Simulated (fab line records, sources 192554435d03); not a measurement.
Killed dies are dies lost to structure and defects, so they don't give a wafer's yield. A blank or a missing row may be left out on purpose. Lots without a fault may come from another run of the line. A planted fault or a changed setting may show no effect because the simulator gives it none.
Split-lot experiment | flow n5_finfet | 7 lots, 39 wafers read, on a route of 1938 steps

THE SPLIT
At N5_MOL_CONTACT_COAG_ETCH_106 (etches SOC in N2/H2, target depth 80 nm, overetch 16 nm, time 120 s), the setting target_depth_a was moved away from the recipe's 800 angstrom on 15 of the 39 wafers read, by -12.4% to +12.9%. The other wafers ran this setting at the recipe's value.

The reading is taken at the split's own step.

THE READING
SiARC_of_MOL_CONTACT_COAG_COAT_104.thk_nm (the simulator's own value, which no gauge read), in nm, at N5_MOL_CONTACT_COAG_ETCH_106 (etches SOC in N2/H2, target depth 80 nm, overetch 16 nm, time 120 s). The file gives no usual value for it. The 24 wafers here that ran the recipe average 6.4 nm, standard deviation 0.18 nm.

wafer  | tool, chamber at the split | target_depth_a as run, angstrom | against the recipe | SiARC_of_MOL_CONTACT_COAG_COAT_104.thk_nm, nm | against lot-mates on the recipe
L075.1 | rie_diel-04, 2             | 800                             | recipe             | 6.4                                           | -
L075.2 | rie_diel-04, 1             | 903.5                           | +12.9%             | 6                                             | -0.4
L075.3 | rie_diel-04, 3,0           | 903.5                           | +12.9%             | 5.6                                           | -0.8
L075.6 | rie_diel-04, 3,0           | 903.5                           | +12.9%             | 5.6                                           | -0.8
L075.4 | rie_diel-04, 0             | 800                             | recipe             | 6.2                                           | -
L075.5 | rie_diel-04, 1             | 800                             | recipe             | 6.6                                           | -
L079.1 | rie_diel-01, 3,0,3         | 732.9                           | -8.4%              | 7                                             | +0.4
L079.4 | rie_diel-01, 3,0,3         | 732.9                           | -8.4%              | 7                                             | +0.4
L079.6 | rie_diel-01, 3,0,3         | 732.9                           | -8.4%              | 7                                             | +0.4
L079.2 | rie_diel-01, 1             | 800                             | recipe             | 6.4                                           | -
L079.3 | rie_diel-01, 2             | 800                             | recipe             | 6.6                                           | -
L079.5 | rie_diel-01, 0             | 800                             | recipe             | 6.8                                           | -
L083.1 | rie_diel-05, 2             | 800                             | recipe             | 6.6                                           | -
L083.3 | rie_diel-05, 0,1           | 800                             | recipe             | 6.4                                           | -
L083.4 | rie_diel-05, 0,1           | 800                             | recipe             | 6.4                                           | -
L088.1 | rie_diel-04, 2,3,0,0       | 800                             | recipe             | 6.2                                           | -
L088.3 | rie_diel-04, 2,3,0,0       | 800                             | recipe             | 6.2                                           | -
L088.4 | rie_diel-04, 2,3,0,0       | 800                             | recipe             | 6.2                                           | -
L088.5 | rie_diel-04, 2,3,0,0       | 800                             | recipe             | 6.2                                           | -
L088.2 | rie_diel-04, 1             | 800                             | recipe             | 6.6                                           | -
L088.6 | rie_diel-04, 1             | 800                             | recipe             | 6.6                                           | -
L090.1 | rie_diel-05, 2,3           | 800                             | recipe             | 6.4                                           | -
L090.5 | rie_diel-05, 2,3           | 800                             | recipe             | 6.4                                           | -
L090.2 | rie_diel-05, 1             | 700.9                           | -12.4%             | 6.8                                           | +0.5
L090.3 | rie_diel-05, 3,2           | 700.9                           | -12.4%             | 7                                             | +0.7
L090.6 | rie_diel-05, 3,2           | 700.9                           | -12.4%             | 7                                             | +0.7
L090.4 | rie_diel-05, 0             | 800                             | recipe             | 6.2                                           | -
L092.1 | rie_diel-01, 0,3           | 800                             | recipe             | 6.6                                           | -
L092.4 | rie_diel-01, 0,3           | 800                             | recipe             | 6.6                                           | -
L092.2 | rie_diel-01, 2,3,2         | 752.9                           | -5.9%              | 6.8                                           | +0.3
L092.5 | rie_diel-01, 2,3,2         | 752.9                           | -5.9%              | 6.8                                           | +0.3
L092.6 | rie_diel-01, 2,3,2         | 752.9                           | -5.9%              | 6.8                                           | +0.3
L092.3 | rie_diel-01, 1             | 800                             | recipe             | 6.4                                           | -
L093.1 | rie_diel-05, 3             | 702.2                           | -12.2%             | 7                                             | +0.7
L093.5 | rie_diel-05, 3             | 702.2                           | -12.2%             | 7                                             | +0.7
L093.2 | rie_diel-05, 1,0           | 800                             | recipe             | 6.2                                           | -
L093.6 | rie_diel-05, 1,0           | 800                             | recipe             | 6.2                                           | -
L093.3 | rie_diel-05, 0             | 702.2                           | -12.2%             | 6.8                                           | +0.5
L093.4 | rie_diel-05, 2             | 800                             | recipe             | 6.4                                           | -
Where a row lists several chambers, the file gives one row for several wafers and doesn't say which wafer went through which chamber.

THE FIT
A straight line over all 39 wafers: SiARC_of_MOL_CONTACT_COAG_COAT_104.thk_nm changes by -0.0501 nm for each +1% of target_depth_a; r = -0.89; the points scatter about the line by 0.17 nm.
The same after taking each lot's own level away (the mean of its wafers on the recipe; 39 wafers): -0.0508 nm for each +1%; r = -0.93; scatter 0.13 nm.
On that fit, the largest move of target_depth_a shifts the reading by 0.66 nm.
The lots' own levels span 6.27 to 6.60 nm, that is 1.9 times the standard deviation above.
So the lot-to-lot level changes the slope little: the two slopes agree.
Check: with one of the wafers moved furthest among these (+12.9%) left out of the fit, the line predicts -0.714 nm for it against its lot-mates. It came out at -0.4 nm against them.

OTHER SPLITS ON THESE WAFERS
These wafers also went through other splits before the reading. Each is held against what the fit with the lots' levels taken away leaves over:
other split on the same wafers        | wafers away from the commonest value | r with SiARC_of_MOL_CONTACT_COAG_COAT_104.thk_nm (lot level and that fit taken away)
N5_FIN_CUT_CUT_ETCH_26 target_depth_a | 15                                   | +0.18
N5_FIN_CUT_CUT_ETCH_15 time_s         | 9                                    | -0.18
N5_DUMMY_GATE_ETCH_37 source_w        | 12                                   | +0.14
N5_DUMMY_GATE_ETCH_32 time_s          | 12                                   | -0.06

THE FILE'S OWN FIT
SiARC_of_MOL_CONTACT_COAG_COAT_104.thk_nm changes by -0.0506 nm for each +1% of target_depth_a, r = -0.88.
